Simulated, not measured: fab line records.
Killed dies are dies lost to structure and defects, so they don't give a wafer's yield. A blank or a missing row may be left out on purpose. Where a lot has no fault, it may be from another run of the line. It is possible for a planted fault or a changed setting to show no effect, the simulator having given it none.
Which tool did it? + flow nandHarc + 24 lots with 72 wafers sampled at 6 steps, on a route of 1302 steps

## WHAT EACH GAUGE READ, for each wafer
NHARC_P_M1_THK_MEAS_24: measures by xrf.
| lot  | measured     | on           | thkNm (nm)        |
|------|--------------|--------------|-------------------|
| L074 | day 6 12:58  | filmMetro-01 | 159.0 158.4 158.5 |
| L075 | day 6 16:11  | filmMetro-01 | 158.0 159.2 159.6 |
| L076 | day 6 23:34  | filmMetro-01 | 158.2 160.7 157.2 |
| L077 | day 7 17:59  | filmMetro-01 | 158.4 159.2 157.1 |
| L078 | day 8 05:52  | filmMetro-02 | 159.9 158.9 157.8 |
| L079 | day 8 12:46  | filmMetro-02 | 156.4 158.8 155.8 |
| L080 | day 8 20:24  | filmMetro-01 | 157.2 155.2 155.6 |
| L081 | day 9 13:01  | filmMetro-01 | 156.5 157.5 159.3 |
| L082 | day 9 17:31  | filmMetro-02 | 157.7 157.7 157.7 |
| L083 | day 10 02:35 | filmMetro-01 | 155.3 158.2 157.9 |
| L084 | day 10 08:22 | filmMetro-02 | 160.3 156.8 159.4 |
| L085 | day 10 23:23 | filmMetro-02 | 160.6 159.7 158.7 |
| L086 | day 11 12:16 | filmMetro-02 | 157.8 157.8 157.0 |
| L087 | day 12 11:58 | filmMetro-01 | 157.7 158.2 156.7 |
| L089 | day 12 13:41 | filmMetro-02 | 159.0 158.4 157.1 |
| L088 | day 12 14:00 | filmMetro-02 | 155.3 157.8 159.2 |
| L090 | day 13 05:24 | filmMetro-01 | 158.1 157.5 158.0 |
| L091 | day 13 12:46 | filmMetro-02 | 158.9 160.1 156.4 |
| L092 | day 13 19:07 | filmMetro-01 | 159.5 160.9 158.8 |
| L093 | day 14 10:29 | filmMetro-01 | 159.9 157.2 159.8 |
| L094 | day 14 14:58 | filmMetro-02 | 157.9 157.7 160.8 |
| L095 | day 14 23:05 | filmMetro-01 | 156.4 158.6 157.9 |
| L097 | day 15 18:19 | filmMetro-02 | 159.3 156.5 160.1 |
| L096 | day 15 19:22 | filmMetro-01 | 159.1 156.5 159.2 |

NHARC_P_M2_THK_MEAS_24: measures by xrf.
| lot  | measured     | on           | thkNm (nm)        |
|------|--------------|--------------|-------------------|
| L074 | day 6 17:01  | filmMetro-01 | 145.6 143.7 145.3 |
| L075 | day 6 20:14  | filmMetro-01 | 144.8 145.6 146.3 |
| L076 | day 7 03:50  | filmMetro-01 | 146.1 145.0 145.6 |
| L077 | day 7 22:02  | filmMetro-02 | 145.1 144.0 145.5 |
| L078 | day 8 10:02  | filmMetro-02 | 141.9 145.6 144.1 |
| L079 | day 8 16:52  | filmMetro-02 | 143.9 144.7 145.6 |
| L080 | day 9 00:37  | filmMetro-02 | 145.8 144.9 145.0 |
| L081 | day 9 17:13  | filmMetro-02 | 144.2 146.1 146.0 |
| L082 | day 9 21:38  | filmMetro-02 | 145.8 145.5 145.8 |
| L083 | day 10 06:37 | filmMetro-02 | 144.0 142.9 143.1 |
| L084 | day 10 12:32 | filmMetro-01 | 145.5 145.3 145.5 |
| L085 | day 11 03:39 | filmMetro-02 | 147.4 144.1 145.1 |
| L086 | day 11 16:18 | filmMetro-01 | 146.1 143.5 145.6 |
| L087 | day 12 16:12 | filmMetro-02 | 145.0 145.2 146.0 |
| L089 | day 12 17:50 | filmMetro-01 | 142.3 143.9 144.4 |
| L088 | day 12 18:11 | filmMetro-01 | 143.3 142.5 146.6 |
| L090 | day 13 09:26 | filmMetro-02 | 146.0 144.3 144.7 |
| L091 | day 13 16:57 | filmMetro-01 | 143.5 144.0 144.9 |
| L092 | day 13 23:17 | filmMetro-02 | 143.8 144.7 145.3 |
| L093 | day 14 14:31 | filmMetro-02 | 146.0 143.6 143.6 |
| L094 | day 14 19:19 | filmMetro-01 | 145.8 144.3 142.7 |
| L095 | day 15 03:47 | filmMetro-02 | 143.9 144.7 145.7 |
| L097 | day 15 22:31 | filmMetro-01 | 145.3 145.5 144.6 |
| L096 | day 15 23:50 | filmMetro-02 | 144.8 144.9 144.7 |

NHARC_A_ONON_D1_INSPECT_32.
| lot  | measured     | on               | rawDefectCount |
|------|--------------|------------------|----------------|
| L074 | day 8 11:59  | defectInspect-01 | 106 125 85     |
| L075 | day 8 11:55  | defectInspect-02 | 43 85 65       |
| L076 | day 9 01:09  | defectInspect-02 | 53 68 55       |
| L077 | day 9 15:47  | defectInspect-02 | 73 35 96       |
| L078 | day 10 06:22 | defectInspect-02 | 72 63 65       |
| L079 | day 10 13:05 | defectInspect-02 | 40 91 79       |
| L080 | day 10 21:43 | defectInspect-01 | 64 63 67       |
| L081 | day 11 14:15 | defectInspect-02 | 63 58 152      |
| L082 | day 11 14:14 | defectInspect-01 | 71 86 69       |
| L083 | day 12 00:55 | defectInspect-02 | 73 87 60       |
| L084 | day 12 06:09 | defectInspect-01 | 95 119 121     |
| L085 | day 12 21:06 | defectInspect-02 | 80 29 48       |
| L086 | day 13 09:36 | defectInspect-02 | 56 65 29       |
| L087 | day 14 11:55 | defectInspect-02 | 49 85 53       |
| L089 | day 14 12:19 | defectInspect-02 | 43 55 85       |
| L088 | day 14 12:11 | defectInspect-01 | 53 61 44       |
| L090 | day 15 06:29 | defectInspect-01 | 66 101 69      |
| L091 | day 15 14:18 | defectInspect-02 | 111 78 148     |
| L092 | day 16 01:32 | defectInspect-02 | 86 62 78       |
| L093 | day 16 14:49 | defectInspect-02 | 53 58 67       |
| L094 | day 16 15:15 | defectInspect-02 | 39 40 63       |
| L095 | day 17 00:15 | defectInspect-02 | 96 73 134      |
| L097 | day 17 18:27 | defectInspect-01 | 88 76 88       |
| L096 | day 17 18:37 | defectInspect-02 | 59 67 115      |

## WHAT TOOL EACH LOT RAN ON (gives the tool, then ch and the chambers of the sampled wafers, and finally the start)
| lot  | NHARC_P_M0_STRIP_18               | NHARC_P_M0_PRE_CLEAN_31         | NHARC_P_BONDPAD_ETCH_12                      |
|------|-----------------------------------|---------------------------------|----------------------------------------------|
| L074 | rieDiel-04 ch 1,3, day 6 06:55    | pecvd-01 ch 0,2, day 6 09:10    | rieDiel-12 ch 0,2, day 8 11:59 or earlier    |
| L075 | rieDiel-04 ch 0,1, day 6 10:11    | pecvd-03 ch 0,2, day 6 12:24    | rieDiel-03 ch 1,3, day 6 22:38               |
| L076 | rieDiel-07 ch 2,3, day 6 16:48    | pecvd-03 ch 0,1,2, day 6 19:36  | rieDiel-12 ch 2,3, day 9 01:09 or earlier    |
| L077 | rieDiel-09 ch 1,2,3, day 7 11:31  | pecvd-03 ch 0,1,2, day 7 13:42  | rieDiel-12 ch 1,3, day 9 15:47 or earlier    |
| L078 | rieDiel-09 ch 0,1,2, day 7 23:49  | pecvd-01 ch 0,2, day 8 02:00    | rieDiel-10 ch 0,1,2, day 10 06:22 or earlier |
| L079 | rieDiel-09 ch 2,3, day 8 06:18    | pecvd-01 ch 0,1, day 8 08:47    | rieDiel-10 ch 0,3, day 10 13:05 or earlier   |
| L080 | rieDiel-09 ch 0,1,2, day 8 14:18  | pecvd-03 ch 0,1,2, day 8 16:29  | rieDiel-12 ch 2,3, day 10 21:43 or earlier   |
| L081 | rieDiel-09 ch 0,1,2, day 9 06:58  | pecvd-03 ch 0,1, day 9 09:07    | rieDiel-12 ch 1,3, day 11 14:15 or earlier   |
| L082 | rieDiel-09 ch 1,2,3, day 9 11:23  | pecvd-03 ch 1,2, day 9 13:31    | rieDiel-10 ch 0,2, day 11 14:14 or earlier   |
| L083 | rieDiel-04 ch 0,3, day 9 20:20    | pecvd-01 ch 0,1,2, day 9 22:43  | rieDiel-10 ch 0,2,3, day 12 00:55 or earlier |
| L084 | rieDiel-07 ch 0,1,3, day 10 02:23 | pecvd-02 ch 0,2, day 10 04:34   | rieDiel-12 ch 0,2, day 12 06:09 or earlier   |
| L085 | rieDiel-09 ch 0,1,3, day 10 17:09 | pecvd-01 ch 0,2, day 10 19:19   | rieDiel-12 ch 1,2,3, day 12 21:06 or earlier |
| L086 | rieDiel-09 ch 0,3, day 11 06:10   | pecvd-03 ch 0,1,2, day 11 08:20 | rieDiel-10 ch 0,1,3, day 13 09:36 or earlier |
| L087 | rieDiel-07 ch 1,3, day 12 05:46   | pecvd-02 ch 1,2, day 12 08:01   | rieDiel-10 ch 1,2,3, day 14 11:55 or earlier |
| L089 | rieDiel-09 ch 1,2, day 12 07:31   | pecvd-01 ch 1,2, day 12 09:44   | rieDiel-10 ch 0,1,2, day 14 12:19 or earlier |
| L088 | rieDiel-07 ch 1,3, day 12 07:43   | pecvd-02 ch 0,2, day 12 09:55   | rieDiel-10 ch 2,3, day 14 12:11 or earlier   |
| L090 | rieDiel-09 ch 1,2,3, day 12 23:19 | pecvd-02 ch 0,2, day 13 01:29   | rieDiel-03 ch 1,2,3, day 15 06:29 or earlier |
| L091 | rieDiel-09 ch 0,1,2, day 13 06:41 | pecvd-02 ch 0,1,2, day 13 08:51 | rieDiel-12 ch 0,1,2, day 15 14:18 or earlier |
| L092 | rieDiel-09 ch 1,2,3, day 13 12:59 | pecvd-01 ch 0,1,2, day 13 15:11 | rieDiel-10 ch 2,3, day 16 01:32 or earlier   |
| L093 | rieDiel-09 ch 0,1, day 14 04:25   | pecvd-02 ch 0,1,2, day 14 06:35 | rieDiel-10 ch 1,2,3, day 16 14:49 or earlier |
| L094 | rieDiel-07 ch 0,2,3, day 14 08:50 | pecvd-03 ch 1,2, day 14 11:04   | rieDiel-12 ch 1,2,3, day 16 15:15 or earlier |
| L095 | rieDiel-09 ch 0,1,3, day 14 17:08 | pecvd-01 ch 0,1,2, day 14 19:17 | rieDiel-12 ch 2,3, day 17 00:15 or earlier   |
| L097 | rieDiel-09 ch 2,3, day 15 12:01   | pecvd-02 ch 1,2, day 15 14:12   | rieDiel-10 ch 0,1,2, day 17 18:27 or earlier |
| L096 | rieDiel-09 ch 1,2,3, day 15 12:57 | pecvd-02 ch 1,2, day 15 15:13   | rieDiel-03 ch 0,1,2, day 17 18:37 or earlier |
- NHARC_P_M0_STRIP_18: strips in N2/H2.
- NHARC_P_M0_PRE_CLEAN_31: time 12 s.
- NHARC_P_BONDPAD_ETCH_12: etches the open film in CHF3/O2, target depth 200 nm, time 100 s.

## WHAT THE TOOLS THEMSELVES READ (means of the sampled wafers that have a number; where no wafer has one, the mark that the record gives instead)
NHARC_P_M0_STRIP_18.
| lot  | tool       | drypumpMotorCurrentA (A) | oesProductAu (a.u.) | rfVppV (V) | showerheadPlenumPTorr (Torr) | throttleValvePct (%) |
|------|------------|--------------------------|---------------------|------------|------------------------------|----------------------|
| L074 | rieDiel-04 | 6.3                      | 0.991               | 91.0       | 2.06                         | 14.165               |
| L075 | rieDiel-04 | 6.2                      | 0.995               | 90.1       | 2.00                         | 14.169               |
| L076 | rieDiel-07 | 5.6                      | 1.002               | 90.3       | 2.03                         | 14.176               |
| L077 | rieDiel-09 | 6.1                      | 1.003               | 91.1       | 2.04                         | 14.176               |
| L078 | rieDiel-09 | 5.9                      | 0.998               | 89.8       | 1.96                         | 14.164               |
| L079 | rieDiel-09 | 5.8                      | 0.993               | 90.2       | 2.01                         | 14.156               |
| L080 | rieDiel-09 | 5.9                      | 1.004               | 90.1       | 1.96                         | 14.171               |
| L081 | rieDiel-09 | 6.0                      | 0.995               | 89.6       | 1.96                         | 14.177               |
| L082 | rieDiel-09 | 6.1                      | 0.994               | 90.0       | 2.03                         | 14.176               |
| L083 | rieDiel-04 | 6.0                      | 1.003               | 90.3       | 1.98                         | 14.178               |
| L084 | rieDiel-07 | 5.7                      | 0.998               | 91.0       | 2.10                         | 14.172               |
| L085 | rieDiel-09 | 6.0                      | 1.004               | 90.5       | 2.04                         | 14.165               |
| L086 | rieDiel-09 | 5.8                      | 1.001               | 91.7       | 2.10                         | 14.167               |
| L087 | rieDiel-07 | 5.8                      | 0.998               | 90.9       | 2.13                         | 14.180               |
| L089 | rieDiel-09 | 6.3                      | 1.003               | 90.3       | 1.98                         | 14.159               |
| L088 | rieDiel-07 | 5.4                      | 0.996               | 90.9       | 2.06                         | 14.173               |
| L090 | rieDiel-09 | 6.0                      | 1.005               | 90.0       | 2.03                         | 14.178               |
| L091 | rieDiel-09 | 6.0                      | 1.003               | 90.0       | 1.96                         | 14.176               |
| L092 | rieDiel-09 | 6.1                      | 1.002               | 90.7       | 2.03                         | 14.175               |
| L093 | rieDiel-09 | 6.1                      | 0.998               | 90.2       | 1.98                         | 14.177               |
| L094 | rieDiel-07 | 5.9                      | 1.004               | 90.7       | 2.04                         | 14.173               |
| L095 | rieDiel-09 | 6.0                      | 1.002               | 90.6       | 2.04                         | 14.176               |
| L097 | rieDiel-09 | 5.8                      | 1.002               | 90.8       | 2.00                         | 14.178               |
| L096 | rieDiel-09 | 6.1                      | 0.999               | 90.0       | 2.03                         | 14.170               |

NHARC_P_M0_PRE_CLEAN_31.
| lot  | tool     | heaterPowerW (W) | susceptorTempC (C) |
|------|----------|------------------|--------------------|
| L074 | pecvd-01 | 608              | 370.12             |
| L075 | pecvd-03 | 699              | 369.95             |
| L076 | pecvd-03 | 666              | 370.12             |
| L077 | pecvd-03 | 648              | 370.10             |
| L078 | pecvd-01 | 648              | 369.95             |
| L079 | pecvd-01 | 633              | 370.09             |
| L080 | pecvd-03 | 680              | 370.00             |
| L081 | pecvd-03 | 638              | 370.15             |
| L082 | pecvd-03 | 568              | 369.92             |
| L083 | pecvd-01 | 601              | 369.86             |
| L084 | pecvd-02 | 635              | 370.29             |
| L085 | pecvd-01 | 617              | 369.96             |
| L086 | pecvd-03 | 637              | 370.12             |
| L087 | pecvd-02 | 649              | 370.04             |
| L089 | pecvd-01 | 566              | 370.09             |
| L088 | pecvd-02 | 687              | 370.10             |
| L090 | pecvd-02 | 665              | 370.05             |
| L091 | pecvd-02 | 720              | 369.98             |
| L092 | pecvd-01 | 606              | 370.12             |
| L093 | pecvd-02 | 680              | 369.86             |
| L094 | pecvd-03 | 589              | 369.65             |
| L095 | pecvd-01 | 623              | 369.95             |
| L097 | pecvd-02 | 689              | 370.05             |
| L096 | pecvd-02 | 624              | 370.04             |

NHARC_P_BONDPAD_ETCH_12.
| lot  | tool       | drypumpMotorCurrentA (A) | oesProductAu (a.u.) | rfVppV (V) | showerheadPlenumPTorr (Torr) | throttleValvePct (%) |
|------|------------|--------------------------|---------------------|------------|------------------------------|----------------------|
| L074 | rieDiel-12 | 6.2                      | 0.929               | 370.8      | 2.38                         | 20.573               |
| L075 | rieDiel-03 | 5.4                      | 0.934               | 370.6      | 2.39                         | 20.570               |
| L076 | rieDiel-12 | 5.7                      | 0.922               | 369.9      | 2.42                         | 20.564               |
| L077 | rieDiel-12 | 5.7                      | 0.976               | 368.2      | 2.30                         | 20.571               |
| L078 | rieDiel-10 | 5.8                      | 0.927               | 369.7      | 2.35                         | 20.566               |
| L079 | rieDiel-10 | 5.8                      | 0.919               | 370.5      | 2.40                         | 20.578               |
| L080 | rieDiel-12 | 5.7                      | 0.969               | 370.1      | 2.42                         | 20.569               |
| L081 | rieDiel-12 | 5.7                      | 0.963               | 367.5      | 2.29                         | 20.581               |
| L082 | rieDiel-10 | 6.2                      | 0.910               | 368.3      | 2.34                         | 20.580               |
| L083 | rieDiel-10 | 5.8                      | 0.917               | 369.9      | 2.37                         | 20.570               |
| L084 | rieDiel-12 | 6.0                      | 0.929               | 371.1      | 2.42                         | 20.576               |
| L085 | rieDiel-12 | 5.7                      | 0.971               | 370.6      | 2.34                         | 20.572               |
| L086 | rieDiel-10 | 5.5                      | 0.969               | 370.5      | 2.40                         | 20.565               |
| L087 | rieDiel-10 | 5.4                      | 0.967               | 369.9      | 2.38                         | 20.571               |
| L089 | rieDiel-10 | 5.8                      | 0.926               | 368.8      | 2.35                         | 20.576               |
| L088 | rieDiel-10 | 5.4                      | 0.975               | 371.6      | 2.40                         | 20.566               |
| L090 | rieDiel-03 | 5.5                      | 0.967               | 368.8      | 2.33                         | 20.580               |
| L091 | rieDiel-12 | 5.9                      | 0.926               | 369.2      | 2.35                         | 20.577               |
| L092 | rieDiel-10 | 5.4                      | 0.924               | 370.5      | 2.40                         | 20.577               |
| L093 | rieDiel-10 | 5.4                      | 0.929               | 369.4      | 2.38                         | 20.569               |
| L094 | rieDiel-12 | 5.7                      | 0.925               | 370.0      | 2.34                         | 20.571               |
| L095 | rieDiel-12 | 5.7                      | 0.922               | 370.5      | 2.37                         | 20.558               |
| L097 | rieDiel-10 | 5.8                      | 0.968               | 368.7      | 2.35                         | 20.577               |
| L096 | rieDiel-03 | 5.5                      | 0.922               | 368.0      | 2.30                         | 20.576               |

## THE ANSWER, worked out from the rows above alone
Rule: the lots themselves supply what counts as usual. Put in order of their means at a reading, lots are off if they are a third of the lots or fewer, leave a main group of 4 or more, and stand apart from it by a gap of 3 or more times the standard deviation of the main group's means; of several such gaps the widest counts. Not used: any main group whose means are identical at the precision the tables above print for the reading. Also off: a lot with no number at a reading for which 4 or more lots have one. All remaining lots with rows at the step are treated as sound. After the gauges, taken in route order, come the tools' own readings; for these a lot's mean is taken, as printed above. The first step at which some lot is off is used, and at that step the reading that is off furthest; a lot without a number counts as furthest.
None of the lots is off at any reading shown; this tells nothing.

## WHAT THE SIMULATOR HAD PUT IN
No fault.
